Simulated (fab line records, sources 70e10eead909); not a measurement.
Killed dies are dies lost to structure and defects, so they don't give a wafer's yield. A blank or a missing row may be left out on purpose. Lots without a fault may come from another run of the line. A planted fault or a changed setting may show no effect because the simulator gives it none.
One fault seen from 2 desks | flow nand_harc | each desk has only its own numbers; what lay behind them comes last

THE METROLOGY DESK
What the gauges read, lot by lot, whatever tool the lot ran on: means of the sampled wafers that have a number. A lot is out of limits, marked OUT, if its mean lies more than 4 standard deviations from the usual mean; the brackets give that distance.
Columns: A = cd_nm at NHARC_A_M0_CD_MEAS_09, usual 80.0 nm
lot  | first seen here | A
L592 | day 17 19:46    | 81.0
L591 | day 17 20:48    | 80.7
L593 | day 17 21:43    | 79.3
L596 | day 18 02:29    | 81.1
L595 | day 18 06:55    | 79.9
L594 | day 18 12:34    | 80.1
L597 | day 18 21:11    | 79.5
L605 | day 20 09:53    | 65.0 (-17) OUT
L604 | day 20 10:13    | 67.7 (-14) OUT
L603 | day 20 17:30    | 72.2 (-8.8) OUT
L611 | day 22 01:11    | 80.2
L610 | day 22 01:37    | 78.9
L614 | day 23 05:22    | 79.7
L613 | day 23 07:34    | 79.3
This desk's finding: out of limits on L603, L604, L605; first on L605, day 20 09:53 (cd_nm at NHARC_A_M0_CD_MEAS_09). In limits: L592, L591, L593, L596, L595, L594, L597, L611, L610, L614, L613.

THE TOOL OWNER'S DESK: arfi_scanner-03
The tool's own readings at NHARC_A_M0_EXPOSE_06 (exposes mask A M0, target cd 80 nm): means of the sampled wafers that have a number, for each lot that ran on this tool. A lot is out of limits, marked OUT, if its mean lies more than 4 standard deviations from the usual mean; the brackets give that distance.
Columns: A = exposure_dose_mJ_cm2 at NHARC_A_M0_EXPOSE_06, usual 83.25; B = focus_offset_nm at NHARC_A_M0_EXPOSE_06, usual 0.0 nm
lot  | first seen here | A                       | B
L591 | day 17 20:40    | 83.42                   | 0.3
L593 | day 17 21:34    | 83.29                   | -0.2
L597 | day 18 21:02    | 83.31                   | 0.2
L605 | day 20 09:45    | 66.72 (-99 or more) OUT | 0.2
L604 | day 20 10:04    | 69.99 (-99 or more) OUT | -0.3
L603 | day 20 17:22    | 72.71 (-99 or more) OUT | 0.6
This desk's finding: out of limits on L603, L604, L605; first on L605, day 20 09:45 (exposure_dose_mJ_cm2 at NHARC_A_M0_EXPOSE_06). In limits: L591, L593, L597.

PUT TOGETHER
The tool owner's desk could have raised an alarm at day 20 09:45, on L603, L604, L605.
The metrology desk could have raised an alarm at day 20 09:53, on L603, L604, L605.
Of the lots named, all ran NHARC_A_M0_EXPOSE_06 on arfi_scanner-03.

WHAT THE SIMULATOR HAD PUT IN
Process parameter drift: arfi_scanner-03, from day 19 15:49 on, at NHARC_A_M0_EXPOSE_06. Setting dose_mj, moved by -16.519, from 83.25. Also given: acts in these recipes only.
Lots struck among those shown: L603, L604, L605.
Hours from the fault's start to each desk's first reading out of limits: the tool owner's desk, 18; the metrology desk, 18.
